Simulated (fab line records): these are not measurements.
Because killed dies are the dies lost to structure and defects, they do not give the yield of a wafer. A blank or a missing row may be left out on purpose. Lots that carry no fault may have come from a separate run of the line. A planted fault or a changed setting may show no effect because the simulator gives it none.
Chamber matching | flow nand harc | NHARC_A_M1_DESCUM_14 on rie diel-03: 4 sister chambers
The step chemistry O2, time 3 s. 14 wafers are shown with their chamber, then 6 later ones without.

EACH WAFER AND ITS CHAMBER
wafer  | chamber | oes product au (a.u.) | throttle valve pct (%) | rf vpp V (V)
L566.1 | 2       | 0.992                 | 11.305                 | 58.2
L566.4 | 1       | 1.013                 | 11.295                 | 57.5
L566.6 | 2       | 0.999                 | 11.308                 | 58.0
L568.1 | 2       | 0.994                 | 11.317                 | 56.9
L568.5 | 1       | 1.020                 | 11.316                 | 58.7
L568.6 | 2       | 1.008                 | 11.298                 | 58.3
L570.2 | 3       | 1.002                 | 11.320                 | 58.5
L570.3 | 1       | 1.022                 | 11.306                 | 57.5
L570.6 | 0       | 1.005                 | 11.321                 | 56.2
L569.2 | 0       | 1.011                 | 11.313                 | 56.9
L569.5 | 3       | 0.998                 | 11.332                 | 57.9
L569.6 | 2       | 0.990                 | 11.305                 | 56.9
L571.1 | 2       | 1.004                 | 11.317                 | 57.9
L571.2 | 0       | 1.019                 | 11.312                 | 58.5

SIGNATURES, as means of the wafers listed above
reading            | chamber 0 | chamber 1 | chamber 2 | chamber 3 | scatter within a chamber
oes product au     | 1.01167   | 1.01833   | 0.99783   | 1.00000   | 0.00636
throttle valve pct | 11.31533  | 11.30567  | 11.30833  | 11.32600  | 0.00788
rf vpp V           | 57.200    | 57.900    | 57.700    | 58.200    | 0.771
Rule: a wafer's distance from a chamber is the root of the sum, over the readings, of the square of ((its reading less the chamber's mean) divided by the reading's scatter). If the next closest chamber is less than 2 further off than the closest, the wafer can't be placed; otherwise it belongs to the closest. The scatter is the square root of a quotient: the sum, over the shown wafers, of each reading's squared deviation from its chamber's mean, divided by wafers minus chambers.

WAFERS WITH NO CHAMBER GIVEN
wafer  | oes product au (a.u.) | throttle valve pct (%) | rf vpp V (V)
L571.6 | 1.012                 | 11.302                 | 58.1
L572.1 | 1.001                 | 11.299                 | 58.4
L572.3 | 0.994                 | 11.303                 | 58.4
L572.5 | 0.993                 | 11.322                 | 56.3
L587.2 | 0.977                 | 11.293                 | 57.9
L587.3 | 1.007                 | 11.323                 | 57.0

CHAMBER TAKEN BY EACH
wafer  | from the rows above               | in truth
L571.6 | can't be placed: 1 or 0 or 2      | 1
L572.1 | can't be placed: 2 or 1 or 0 or 3 | 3
L572.3 | can't be placed: 2 or 3           | 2
L572.5 | can't be placed: 2 or 3 or 0      | 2
L587.2 | can't be placed: 2 or 3           | 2
L587.3 | can't be placed: 0 or 3 or 2 or 1 | 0
Correctly placed: 0 of 6. Can't be placed from these rows: 6 (the true chamber is among the candidates in 6). 0 placed wrongly.
